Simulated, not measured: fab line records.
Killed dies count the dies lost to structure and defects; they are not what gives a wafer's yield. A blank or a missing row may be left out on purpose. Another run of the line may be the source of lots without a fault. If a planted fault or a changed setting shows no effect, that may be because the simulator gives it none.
Code-filled problem report in 8D (eight disciplines) form -- flow nand-harc -- the parts of the form that need people (team, actions taken, sign-off) are left out

1. PROBLEM STATEMENT
Mean of killed-at-periphery at NHARC_END_SORT_01: 21.7 across 3 wafers in 3 lots; on wafers with no fault it is 3.9 (standard deviation 2.5). Relative to the usual mean, that is a shift of +7.1 standard deviations.
First observed at day 26 18:23: wafer L844.3, on prober-01. The record holds 9 wafers of 3 lots with a number at this step. The rule behind "out" and "out of limits": a value lying over 4 standard deviations away from the usual mean. Any other wafer with a number is counted as sound.

2. WHAT IT IS, WHAT IT ISN'T
question,is,is not
which readings at this step,killed-at-periphery,"defect-limited-yield, killed-at-array, killed-at-other, killed-dies, killed-open, killed-short"
which lots,"L844, L845, L846",-
which wafers of those lots,"L844.3, L845.6, L846.1","L844.5, L844.6, L845.1, L845.4, L846.2, L846.5"
read on which gauges,"prober-01, prober-02",-
when,from day 26 18:23,"up to then (0 sound wafers); but 6 sound wafers of L844, L845, L846 came after"

3. THE SUSPECTS, EACH WITH WHAT RULES IT OUT
Counting: any tool at a process step up to the reading remains a suspect provided it ran every lot that is out. Sound lots after the first of them don't rule it out here, since some wafers of a struck lot are sound.
- ruled out: the gauge at NHARC_END_SORT_01. The wafers that are out were read on 2 gauges (prober-01, prober-02).
- pvd-sputter-01 at NHARC_P_BONDPAD_PRE_CLEAN_26 (time 30 s): kept. It ran every lot that is out, first L844 (day 8 14:15).
After counting, what remains is pvd-sputter-01 at NHARC_P_BONDPAD_PRE_CLEAN_26.

4. THE CAUSE (what the simulator had put in)
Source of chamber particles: pvd-sputter-01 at NHARC_P_BONDPAD_PRE_CLEAN_26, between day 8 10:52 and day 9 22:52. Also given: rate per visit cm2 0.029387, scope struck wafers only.
This tool alone remained once counting was done.

5. SEQUENCE OF EFFECTS, ordered by route
Each row: a reading where the mean over the struck wafers with a number is more than 3 standard deviations away from the usual. Scope: only readings with a usual standard deviation given in the record; hours: median across lots of the time from each lot's start at the first step in this table that gives one to its start at this step; sigmas: change in usual standard deviations.
hours,step,reading,usual,on struck wafers,change,sigmas
0,NHARC_END_SORT_01,killed-at-periphery,3.9,21.7,+17.8,+7.1

6. HOW IT WOULD HAVE BEEN CAUGHT EARLIER
440 hours passed between the start of the fault at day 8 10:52 and the first reading out of limits at a measuring or inspecting step in this record, taken at day 26 18:23.
No tool reading at NHARC_P_BONDPAD_PRE_CLEAN_26 that has a usual standard deviation in the record was out on any struck wafer, so an alarm limit of 4 standard deviations on those readings would not have fired.
The start of NHARC_P_BONDPAD_PRE_CLEAN_26 on pvd-sputter-01 came by day 26 18:23 for every one of the lots that are out (3). Tool hold at that time: it would have spared none of them.
